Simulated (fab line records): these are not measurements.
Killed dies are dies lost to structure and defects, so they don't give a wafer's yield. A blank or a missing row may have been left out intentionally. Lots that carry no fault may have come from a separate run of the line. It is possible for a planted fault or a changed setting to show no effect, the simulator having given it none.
fab line records | flow n5_finfet
record lots=10 | wafers=28 | last_day=18
route steps=1938 shown BEOL_M4@1111 BEOL_M9@1405 PASSIVATION@1936
lots untouched by any fault: they come from a run of this same line in which no faults occurred
start_h: hours from the record's first day to the start of the lot's first wafer shown | wait_h: hours elapsed since this lot's preceding step | " repeats the value in the row above | L1.1+2: several wafers, shown together as one row | - either no value or no given start | * or withheld: withheld | < > ~ a bound
route shown NAME@n: names a module that has steps shown in the file, with the first one's number in the route | usual: average and standard deviation across the fault-free wafers | same: alike in all rows | chamber/n: place in a boat | sites: the reading at each site | _std_site: their standard deviation | _edge_site: mean of outer sites minus mean of inner sites | radius_mm: how far each site lies from the wafer's centre | mask NAME#n: copy n | behind: the tool/chamber that last shaped the wafer | hold: why the lot was held/for how many hours/how that ended | device: which transistor (n, p or np) failed to switch | end of line: tests of these same wafers at the route's end | a step given without rows: its recipe and nothing more | killed: not the wafer's yield, but the dies lost to structure and defects at the first sort | map: a wafer's dies, marking killed ones x, the rest . and places with no die _
set.NAME: the setting as run; set.NAME@STEP: as run at that earlier step | model.NAME: the simulator's own value behind a step, which no gauge read
steps of the route over a sample of lots; a table a step, a row a wafer
services: from which hour (start_h, from the record's first day; less than 0 if before it) a tool's chamber was out of use, for how many hours, and why
## steps
# step N5_BEOL_M4_RC_MEAS_101
# usual DIBL_N=36.0/1.6 | DIBL_P=36.1/2 | IOFF_N=0.160/0.029 | IOFF_P=0.21/0.039 | ION_N=675/13 | ION_P=464/8.8 | SS_N=71.5/0.58 | SS_P=73.3/0.65 | VT_N=250/3.3 | VT_P=-249/3.6
lot.wafer | tool      | chamber | start_h | wait_h | DIBL_N[mV/V] | DIBL_P[mV/V] | IOFF_N[nA/um] | IOFF_P[nA/um] | ION_N[uA/um] | ION_P[uA/um] | SS_N[mV/dec] | SS_P[mV/dec] | VT_N[mV] | VT_P[mV]
L332.2    | prober-02 | 0       | 164.07  | 0.2    | 37.4         | 36.9         | 0.164         | 0.21          | 676          | 456          | 72.0         | 73.4         | 247      | -252
L332.3    | "         | 0       | "       | "      | 35.6         | 34.9         | 0.128         | 0.19          | 659          | 454          | 71.5         | 73.0         | 251      | -253
L332.4    | "         | 0       | "       | "      | 36.4         | 33.6         | 0.141         | 0.17          | 662          | 449          | 71.6         | 72.7         | 254      | -255
L336.3    | prober-02 | 0       | 191.35  | 0.3    | 33.7         | 35.3         | 0.146         | 0.19          | 678          | 463          | 71.2         | 73.1         | 250      | -252
L336.5    | "         | 0       | "       | "      | 32.2         | 33.5         | 0.118         | 0.17          | 675          | 466          | 70.8         | 72.7         | 253      | -250
L336.6    | "         | 0       | "       | "      | 35.7         | 37.8         | 0.175         | 0.23          | 678          | 463          | 70.7         | 73.7         | 247      | -249
L337.1    | prober-02 | 0       | 204.65  | 0.0    | 38.0         | 36.8         | 0.166         | 0.23          | 681          | 471          | 71.6         | 73.6         | 250      | -248
L337.4    | "         | 0       | "       | "      | 36.7         | 35.3         | 0.154         | 0.22          | 677          | 465          | 70.8         | 73.0         | 250      | -249
L337.6    | "         | 0       | "       | "      | 37.5         | 37.1         | 0.152         | 0.23          | 670          | 465          | 72.2         | 73.3         | 252      | -247
L342.2    | prober-02 | 0       | 234.55  | 0.2    | 39.1         | 39.4         | 0.227         | 0.29          | 681          | 466          | 73.4         | 73.5         | 244      | -244
L342.3    | "         | 0       | "       | "      | 36.3         | 36.7         | 0.166         | 0.23          | 679          | 463          | 72.5         | 72.7         | 248      | -246
L343.1    | prober-01 | 0       | 236.24  | 0.0    | 38.9         | 40.7         | 0.232         | 0.32          | 697          | 482          | 72.8         | 74.6         | 244      | -243
L343.2    | "         | 0       | "       | "      | 38.3         | 39.9         | 0.210         | 0.31          | 696          | 487          | 71.8         | 74.6         | 245      | -243
L346.2    | prober-02 | 0       | 244.19  | 0.2    | 34.7         | 34.2         | 0.134         | 0.21          | 668          | 469          | 71.9         | 72.6         | 251      | -248
L346.5    | "         | 0       | "       | "      | 35.0         | 33.5         | 0.135         | 0.19          | 665          | 457          | 71.2         | 72.5         | 252      | -252
L346.6    | "         | 0       | "       | "      | 34.6         | 34.1         | 0.135         | 0.20          | 664          | 463          | 70.7         | 72.9         | 251      | -251
L349.2    | prober-01 | 0       | 268.24  | 0.2    | 37.1         | 38.1         | 0.203         | 0.22          | 685          | 463          | 71.5         | 73.6         | 245      | -248
L349.4    | "         | 0       | "       | "      | 35.7         | 36.5         | 0.154         | 0.20          | 661          | 463          | 71.4         | 73.8         | 248      | -248
L349.5    | "         | 0       | "       | "      | 34.8         | 35.1         | 0.144         | 0.18          | 670          | 455          | 70.7         | 72.9         | 250      | -253
L351.1    | prober-01 | 0       | 297.94  | 0.0    | 34.8         | 34.0         | 0.146         | 0.17          | 687          | 463          | 70.9         | 72.3         | 247      | -252
L351.3    | "         | 0       | "       | "      | 36.2         | 35.5         | 0.154         | 0.20          | 681          | 469          | 71.5         | 73.7         | 248      | -250
L351.5    | "         | 0       | "       | "      | 36.8         | 35.9         | 0.174         | 0.21          | 699          | 468          | 71.2         | 73.0         | 247      | -250
L352.1    | prober-02 | 0       | 301.11  | 0.0    | 35.4         | 35.1         | 0.146         | 0.20          | 695          | 478          | 71.2         | 72.2         | 249      | -251
L352.2    | "         | 0       | "       | "      | 36.8         | 36.5         | 0.159         | 0.22          | 675          | 466          | 71.7         | 73.2         | 251      | -248
L352.5    | "         | 0       | "       | "      | 38.6         | 39.2         | 0.210         | 0.27          | 706          | 479          | 72.0         | 74.0         | 247      | -247
L354.2    | prober-02 | 0       | 303.43  | 0.2    | 34.6         | 33.6         | 0.128         | 0.19          | 664          | 462          | 70.7         | 72.0         | 253      | -247
L354.4    | "         | 0       | "       | "      | 35.0         | 35.3         | 0.139         | 0.21          | 657          | 458          | 71.5         | 72.9         | 253      | -251
L354.6    | "         | 0       | "       | "      | 37.1         | 37.7         | 0.180         | 0.25          | 682          | 465          | 71.9         | 74.1         | 247      | -247
# step N5_BEOL_M9_HM_DEP_02
# recipe material=TiN | target_thk_a=200 | temp_c=25 | chamber_pressure_pa=0.49996
# usual throttle_valve_pct=30.1/0.64
lot.wafer | tool           | chamber | start_h | wait_h | throttle_valve_pct
L332.2    | pvd_sputter-01 | -       | 203.51  | 1.1    | 30.3
L332.3    | "              | -       | "       | "      | 29.5
L332.4    | "              | -       | "       | "      | 30.1
L336.3    | pvd_sputter-01 | -       | 228.36  | 1.2    | 29.7
L336.5    | "              | -       | "       | "      | 29.9
L336.6    | "              | -       | "       | "      | 30.0
L337.1    | pvd_sputter-01 | -       | 245.21  | 4.1    | 30.2
L337.4    | "              | -       | "       | "      | 29.6
L337.6    | "              | -       | "       | "      | 29.8
L342.2    | pvd_sputter-01 | -       | 281.61  | 2.6    | 30.0
L342.3    | "              | -       | "       | "      | 29.5
L343.1    | pvd_sputter-01 | -       | 288.11  | 0.7    | 29.9
L343.2    | "              | -       | "       | "      | 30.6
L346.2    | pvd_sputter-01 | -       | 290.61  | 0.9    | 30.0
L346.5    | "              | -       | "       | "      | 29.7
L346.6    | "              | -       | "       | "      | 30.0
L349.2    | pvd_sputter-03 | -       | 308.88  | 0.8    | 29.4
L349.4    | "              | -       | "       | "      | 30.3
L349.5    | "              | -       | "       | "      | 30.2
L351.1    | pvd_sputter-03 | -       | 337.33  | 0.4    | 29.8
L351.3    | "              | -       | "       | "      | 31.9
L351.5    | "              | -       | "       | "      | 29.7
L352.1    | pvd_sputter-02 | -       | 340.01  | 1.4    | 31.3
L352.2    | "              | -       | "       | "      | 30.2
L352.5    | "              | -       | "       | "      | 29.6
L354.2    | pvd_sputter-02 | -       | 350.64  | 1.4    | 30.0
L354.4    | "              | -       | "       | "      | 29.8
L354.6    | "              | -       | "       | "      | 30.3
# step N5_BEOL_M9_STRIP_67
# recipe chemistry=CF4 | resist=SiARC | power_w=300 | bias_power_w=75 | pressure_mtorr=50 | cf4_flow_sccm=150 | rf_frequency_hz=6e+07
# usual drypump_motor_current_A=5.8/0.35 | oes_product_au=0.74/0.065 | rf_vpp_V=271.2/1.6 | showerhead_plenum_p_Torr=1.79/0.059 | throttle_valve_pct=13.69/0.19
lot.wafer | tool        | chamber | start_h | wait_h | drypump_motor_current_A | oes_product_au | rf_hours_counter_h | rf_vpp_V | showerhead_plenum_p_Torr | throttle_valve_pct
L332.2    | rie_diel-02 | 3       | 204.20  | 0.0    | 5.9                     | 0.70           | 207                | 270.8    | 1.71                     | 13.72
L332.3    | "           | 2       | "       | "      | 5.0                     | 0.73           | 194                | 271.4    | 1.78                     | 13.55
L332.4    | "           | 0       | "       | "      | 5.7                     | 0.73           | 171                | 270.7    | 1.80                     | 13.60
L336.3    | rie_diel-05 | 3       | 229.17  | 0.0    | 5.6                     | 0.70           | 232                | 273.3    | 1.82                     | 13.66
L336.5    | "           | 1       | "       | "      | 5.7                     | 0.72           | -                  | 269.2    | 1.71                     | 13.97
L336.6    | "           | 2       | "       | "      | 5.6                     | 0.72           | -                  | 271.8    | 1.83                     | 13.69
L337.1    | rie_diel-02 | 1       | 245.90  | 0.0    | 6.2                     | 0.71           | 208                | 272.8    | 1.85                     | 13.71
L337.4    | "           | 3       | "       | "      | 5.9                     | 0.69           | 220                | 270.1    | 1.70                     | 13.76
L337.6    | "           | 3       | "       | "      | 5.9                     | 0.70           | -                  | 271.0    | 1.70                     | 13.76
L342.2    | rie_diel-05 | 1       | 282.46  | 0.0    | 5.7                     | 0.71           | 202                | 269.1    | 1.71                     | 14.00
L342.3    | "           | 2       | "       | "      | 5.6                     | 0.70           | 241                | 271.3    | 1.83                     | 13.71
L343.1    | rie_diel-05 | 3       | 288.80  | 0.0    | 5.6                     | 0.69           | 249                | 270.5    | 1.82                     | 13.69
L343.2    | "           | 2       | "       | "      | 5.6                     | 0.71           | 242                | 271.2    | 1.83                     | 13.70
L346.2    | rie_diel-05 | 0       | 291.65  | 0.0    | 5.9                     | 0.80           | 106                | 272.0    | 1.87                     | 13.61
L346.5    | "           | 2       | "       | "      | 5.6                     | 0.70           | -                  | 272.9    | 1.83                     | 13.71
L346.6    | "           | 3       | "       | "      | 5.6                     | 0.68           | -                  | 272.3    | 1.82                     | 13.72
L349.2    | rie_diel-02 | 3       | 309.70  | 0.0    | 5.9                     | 0.69           | 238                | 269.4    | 1.70                     | 13.78
L349.4    | "           | 2       | "       | "      | 5.0                     | 0.71           | 223                | 271.5    | 1.77                     | 13.59
L349.5    | "           | 3       | "       | "      | 5.9                     | 0.68           | -                  | 269.0    | 1.70                     | 13.78
L351.1    | rie_diel-01 | 1       | 338.14  | 0.0    | 6.5                     | 0.83           | 90                 | 269.6    | 1.81                     | 13.52
L351.3    | "           | 3       | "       | "      | 5.0                     | 0.68           | 241                | 268.4    | 1.71                     | 13.74
L351.5    | "           | 2       | "       | "      | 6.0                     | 0.70           | -                  | 273.0    | 1.84                     | 13.92
L352.1    | rie_diel-05 | 2       | 341.17  | 0.0    | 5.6                     | 0.94           | 3                  | 270.6    | 1.83                     | 13.15
L352.2    | "           | 1       | "       | "      | 5.7                     | 0.70           | 221                | 270.0    | 1.70                     | 14.04
L352.5    | "           | 0       | "       | "      | 5.9                     | 0.79           | -                  | 272.4    | 1.86                     | 13.63
L354.2    | rie_diel-02 | 2       | 351.46  | 0.0    | 5.0                     | 0.71           | 237                | 270.1    | 1.77                     | 13.63
L354.4    | "           | 2       | "       | "      | 5.0                     | 0.69           | -                  | 271.0    | 1.77                     | 13.64
L354.6    | "           | 1       | "       | "      | 6.2                     | 0.70           | -                  | 272.0    | 1.85                     | 13.79
# step N5_BEOL_M9_OCD_MEAS_38
# usual trench_depth_nm=149.9/2.5
lot.wafer | tool   | chamber | start_h | wait_h | trench_depth_nm
L332.2    | ocd-01 | -       | 206.49  | -      | 145.9
L332.3    | "      | -       | "       | "      | 149.4
L332.4    | "      | -       | "       | "      | 151.2
L336.3    | ocd-02 | -       | 230.45  | -      | 151.0
L336.5    | "      | -       | "       | "      | 151.6
L336.6    | "      | -       | "       | "      | 147.3
L337.1    | ocd-01 | -       | 251.51  | -      | 147.1
L337.4    | "      | -       | "       | "      | 152.6
L337.6    | "      | -       | "       | "      | 153.6
L342.2    | ocd-02 | -       | 285.32  | -      | 122.1
L342.3    | "      | -       | "       | "      | 135.2
L343.1    | ocd-01 | -       | 290.51  | -      | 151.9
L343.2    | "      | -       | "       | "      | 108.7
L346.2    | ocd-01 | -       | 293.19  | -      | 117.5
L346.5    | "      | -       | "       | "      | 150.1
L346.6    | "      | -       | "       | "      | 145.9
L349.2    | ocd-02 | -       | 313.83  | -      | 152.5
L349.4    | "      | -       | "       | "      | 147.4
L349.5    | "      | -       | "       | "      | 150.2
L351.1    | ocd-02 | -       | 339.30  | -      | 150.2
L351.3    | "      | -       | "       | "      | 145.5
L351.5    | "      | -       | "       | "      | 150.8
L352.1    | ocd-01 | -       | 343.74  | -      | 147.3
L352.2    | "      | -       | "       | "      | 153.5
L352.5    | "      | -       | "       | "      | 146.8
L354.2    | ocd-01 | -       | 354.40  | -      | 147.3
L354.4    | "      | -       | "       | "      | 149.3
L354.6    | "      | -       | "       | "      | 148.8
# step N5_BEOL_M9_PRE_CLEAN_45
# recipe gas=H2/He | time_s=30 | temp_c=250
# usual heater_power_w=330/42
lot.wafer | tool           | chamber | start_h | wait_h | heater_power_w
L332.2    | pvd_sputter-02 | -       | 207.22  | 0.0    | 321
L332.3    | "              | -       | "       | "      | 286
L332.4    | "              | -       | "       | "      | 391
L336.3    | pvd_sputter-02 | -       | 231.78  | 0.0    | 389
L336.5    | "              | -       | "       | "      | 303
L336.6    | "              | -       | "       | "      | 276
L337.1    | pvd_sputter-01 | -       | 252.11  | 0.0    | 288
L337.4    | "              | -       | "       | "      | 322
L337.6    | "              | -       | "       | "      | 317
L342.2    | pvd_sputter-02 | -       | 285.88  | 0.0    | 394
L342.3    | "              | -       | "       | "      | 280
L343.1    | pvd_sputter-02 | -       | 291.06  | 0.0    | 277
L343.2    | "              | -       | "       | "      | 337
L346.2    | pvd_sputter-02 | -       | 294.06  | 0.0    | 322
L346.5    | "              | -       | "       | "      | 283
L346.6    | "              | -       | "       | "      | 321
L349.2    | pvd_sputter-02 | -       | 314.55  | 0.0    | 281
L349.4    | "              | -       | "       | "      | 308
L349.5    | "              | -       | "       | "      | 321
L351.1    | pvd_sputter-02 | -       | 340.27  | 0.0    | 323
L351.3    | "              | -       | "       | "      | 396
L351.5    | "              | -       | "       | "      | 282
L352.1    | pvd_sputter-03 | -       | 344.31  | 0.0    | 322
L352.2    | "              | -       | "       | "      | 395
L352.5    | "              | -       | "       | "      | 333
L354.2    | pvd_sputter-01 | -       | 355.29  | 0.0    | 278
L354.4    | "              | -       | "       | "      | 321
L354.6    | "              | -       | "       | "      | 285
# step N5_BEOL_M9_ALD_74
# recipe material=TaN | target_thk_a=20 | temp_c=275 | ald_precursor_family=PDMAT | ald_co_reactant=NH3 | pressure_torr=3 | carrier_flow_sccm=1500 | pulse_time_s=2 | purge_time_s=3 | co_reactant_purge_time_s=2 | co_reactant_pulse_time_s=3 | ald_cycles=40 | precursor_vessel_temp_c=75 | precursor_vessel_pressure_torr=26.25 | precursor_vessel_carrier_sccm=1000
# usual heater_power_w=415/41
lot.wafer | tool         | chamber | start_h | wait_h | heater_power_w | since_wet_clean_h
L332.2    | ald_metal-02 | 3       | 207.28  | 0.0    | 425            | 2947
L332.3    | "            | 2       | "       | "      | 375            | 2947
L332.4    | "            | 1       | "       | "      | 375            | 2947
L336.3    | ald_metal-03 | 0       | 231.88  | 0.1    | 386            | 1433
L336.5    | "            | 2       | "       | "      | 396            | -
L336.6    | "            | 1       | "       | "      | 432            | -
L337.1    | ald_metal-04 | 3       | 252.17  | 0.0    | 453            | 6069
L337.4    | "            | 2       | "       | "      | 427            | 6069
L337.6    | "            | 2       | "       | "      | 426            | -
L342.2    | ald_metal-03 | 3       | 285.94  | 0.0    | 339            | 1487
L342.3    | "            | 2       | "       | "      | 393            | 1487
L343.1    | ald_metal-03 | 1       | 291.37  | 0.3    | 439            | 1493
L343.2    | "            | 0       | "       | "      | 405            | 1493
L346.2    | ald_metal-04 | 1       | 294.14  | 0.1    | 494            | 6111
L346.5    | "            | 0       | "       | "      | 414            | -
L346.6    | "            | 3       | "       | "      | 449            | -
L349.2    | ald_metal-02 | 3       | 314.61  | 0.0    | 427            | 3054
L349.4    | "            | 1       | "       | "      | 382            | 3054
L349.5    | "            | 0       | "       | "      | 471            | -
L351.1    | ald_metal-03 | 0       | 340.41  | 0.1    | 399            | 1542
L351.3    | "            | 1       | "       | "      | 440            | 1542
L351.5    | "            | 3       | "       | "      | 346            | -
L352.1    | ald_metal-03 | 0       | 344.39  | 0.1    | 408            | 1546
L352.2    | "            | 2       | "       | "      | 403            | 1546
L352.5    | "            | 3       | "       | "      | 337            | -
L354.2    | ald_metal-04 | 0       | 355.35  | 0.0    | 380            | 4
L354.4    | "            | 3       | "       | "      | 415            | 4
L354.6    | "            | 2       | "       | "      | 427            | -
# step N5_PASSIVATION_PROBE_49
# usual defect_limited_yield=91.0/1.3 | killed_at_M0_to_M3=36/9.5 | killed_at_M4_up=14/5.6 | killed_at_contacts=12/6.4 | killed_at_front_end=40/10 | killed_at_other=3.2/3 | killed_dies=107/15 | killed_on_rim=15/4.5 | killed_open=69/12 | killed_short=35/7.7 | sort_bin_5_function=5.3/0.91 | sort_bin_6_memory=3.3/0.65 | sort_n_pass=1073/15 | sort_yield_pct=91.0/1.3
# same gross_dies=1180 | killed_at_back_side=0 | sort_bin_4_leakage[%]=0 | sort_bin_8_speed[%]=0
lot.wafer | tool      | chamber | start_h | wait_h | defect_limited_yield[%] | killed_at_M0_to_M3 | killed_at_M4_up | killed_at_contacts | killed_at_front_end | killed_at_other | killed_dies | killed_on_rim | killed_open | killed_short | sort_bin_5_function[%] | sort_bin_6_memory[%] | sort_n_pass | sort_yield_pct[%]
L342.2    | prober-01 | -       | 346.32  | 0.1    | 78.6                    | 16                 | 179             | 4                  | 46                  | 7               | 252         | 27            | 53          | 26           | 18.0                   | 2.5                  | 928         | 78.6
L342.3    | prober-01 | -       | 346.37  | 0.1    | 81.9                    | 21                 | 140             | 11                 | 37                  | 5               | 214         | 61            | 60          | 30           | 15.0                   | 2.6                  | 966         | 81.9
L343.1    | prober-01 | -       | 354.68  | 0.0    | 91.1                    | 28                 | 12              | 8                  | 51                  | 6               | 105         | 13            | 63          | 38           | 4.7                    | 3.6                  | 1075        | 91.1
L343.2    | prober-01 | -       | 354.73  | 0.1    | 60.6                    | 24                 | 395             | 12                 | 32                  | 2               | 465         | 9             | 39          | 40           | 36.8                   | 2.3                  | 715         | 60.6
L346.2    | prober-02 | -       | 358.21  | 0.1    | 72.2                    | 44                 | 217             | 12                 | 53                  | 2               | 328         | 31            | 79          | 44           | 23.5                   | 3.9                  | 852         | 72.2
L346.5    | prober-02 | -       | 358.36  | 0.2    | 89.7                    | 62                 | 9               | 6                  | 38                  | 6               | 121         | 13            | 70          | 50           | 5.7                    | 4.4                  | 1059        | 89.7
L346.6    | prober-02 | -       | 358.41  | 0.3    | 88.3                    | 40                 | 32              | 15                 | 51                  | 0               | 138         | 24            | 101         | 35           | 7.1                    | 4.4                  | 1042        | 88.3
# killed by level:class
L342.2 BEOL_M9:area_open=164 BEOL_M4:geometric_particle:open=10 BEOL_M1:geometric_particle:open=9 HKMG_FIN:area_etch=9 FIN_SAQP:geometric_particle:open=7 FIN_SAQP:geometric_particle:short=5 GATE_CUT:geometric_particle:short=4 MOL_CONTACT_COAG:geometric_particle:open=4
L342.3 BEOL_M9:area_open=121 BEOL_M4:geometric_particle:open=9 MOL_CONTACT_COAG:geometric_particle:open=7 BEOL_M0_SAQP:geometric_particle:open=7 FIN_SAQP:geometric_particle:short=6 STI_FIN_REVEAL:geometric_particle:open=5 FIN_SAQP:geometric_particle:open=4 GATE_CUT:geometric_particle:short=4
L343.1 STI_FIN_REVEAL:geometric_particle:open=14 BEOL_M0_SAQP:geometric_particle:short=9 FIN_SAQP:geometric_particle:short=8 FIN_SAQP:geometric_particle:open=7 BEOL_M0_SAQP:geometric_particle:open=7 STI_FIN_REVEAL:geometric_particle:short=5 MOL_CONTACT_COAG:geometric_particle:open=5 BEOL_M3:geometric_particle:open=4
L343.2 BEOL_M9:area_open=386 MOL_CONTACT_COAG:geometric_particle:open=9 FIN_SAQP:geometric_particle:short=8 STI_FIN_REVEAL:geometric_particle:open=5 GATE_CUT:geometric_particle:short=5 BEOL_M0_SAQP:geometric_particle:short=5 DUMMY_GATE:geometric_particle:open=4 BEOL_M0_SAQP:geometric_particle:open=4
L346.2 BEOL_M9:area_open=203 BEOL_M2:geometric_particle:open=13 FIN_SAQP:geometric_particle:open=12 STI_FIN_REVEAL:geometric_particle:open=11 MOL_CONTACT_COAG:geometric_particle:open=11 FIN_SAQP:geometric_particle:short=10 BEOL_M0_SAQP:geometric_particle:short=10 BEOL_M0_SAQP:geometric_particle:open=10
L346.5 BEOL_M2:geometric_particle:open=15 FIN_SAQP:geometric_particle:short=14 BEOL_M0_SAQP:geometric_particle:short=13 BEOL_M1:geometric_particle:open=10 BEOL_M0_SAQP:geometric_particle:open=7 MOL_CONTACT_COAG:geometric_particle:open=6 DUMMY_GATE:geometric_particle:open=5 BEOL_M1:geometric_particle:short=5
L346.6 BEOL_M4:geometric_particle:open=17 FIN_SAQP:geometric_particle:open=13 FIN_SAQP:geometric_particle:short=13 BEOL_M2:geometric_particle:open=12 STI_FIN_REVEAL:geometric_particle:open=11 MOL_CONTACT_COAG:geometric_particle:open=10 BEOL_M1:geometric_particle:open=10 BEOL_M3:geometric_particle:open=6
## services
tool           | chamber | start_h | hours | kind
rie_diel-01    | 0       | 181.02  | 4.1   | repair
ald_metal-03   | -       | 194.52  | 6.0   | pm
ald_metal-02   | 0       | 232.68  | 5.0   | repair
ald_metal-03   | -       | 234.85  | 8.7   | pm
ald_metal-03   | 0       | 250.12  | 27.4  | repair
ald_metal-02   | 3       | 253.00  | 4.2   | repair
ald_metal-02   | -       | 262.73  | 0.6   | repair
pvd_sputter-01 | -       | 265.37  | 5.6   | repair
ald_metal-02   | -       | 283.56  | 8.7   | pm
rie_diel-05    | 3       | 291.67  | -     | clean
rie_diel-05    | 3       | 291.67  | -     | consumable_replace:focus_ring
rie_diel-05    | 2       | 312.84  | -     | clean
rie_diel-05    | 2       | 312.84  | -     | consumable_replace:focus_ring
rie_diel-05    | 2       | 312.84  | 16.0  | scheduled_down
rie_diel-05    | 2       | 312.84  | 16.0  | vent_cycle
ald_metal-04   | -       | 337.25  | 14.0  | pm
ald_metal-04   | 0       | 337.25  | 14.0  | vent_cycle
ald_metal-04   | 1       | 337.25  | 14.0  | vent_cycle
pvd_sputter-02 | -       | 350.92  | 15.4  | repair
rie_diel-02    | 3       | 351.18  | -     | clean
rie_diel-02    | 3       | 351.18  | -     | consumable_replace:focus_ring
rie_diel-02    | 3       | 351.18  | -     | consumable_replace:showerhead
rie_diel-02    | 3       | 351.18  | 16.0  | scheduled_down
rie_diel-02    | 3       | 351.18  | 16.0  | vent_cycle
## key
first_sign step=N5_BEOL_M9_OCD_MEAS_38 | reading=trench_depth_nm | direction=down | sigmas=12 | usual=149.9 | struck=120.9
effect step=N5_PASSIVATION_PROBE_49 | reading=killed_at_M4_up | direction=up | sigmas=39 | usual=14 | struck=233
more_kills_born_at N5_BEOL_M9_HM_OPEN_17@rie_metal-03=488 | N5_BEOL_M9_HM_OPEN_17@rie_metal-02=386
met_at N5_BEOL_M9_HM_DEP_02
struck_lots L342,L343,L346
struck_wafers L342.2,L342.3,L343.2,L346.2
not_acting_at N5_BEOL_M9_STRIP_67,N5_BEOL_M9_PRE_CLEAN_45,N5_BEOL_M9_ALD_74
onset_between 245.21 281.61
fault kind=process_parameter_drift | tool=pvd_sputter-01 | chamber=- | onset_h=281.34 | steps=N5_BEOL_M9_HM_DEP_02 | channel=target_thk_a | offset=* | shape=step | end_h=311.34 | scope=struck_wafers_only | acts_in=* | stated=*
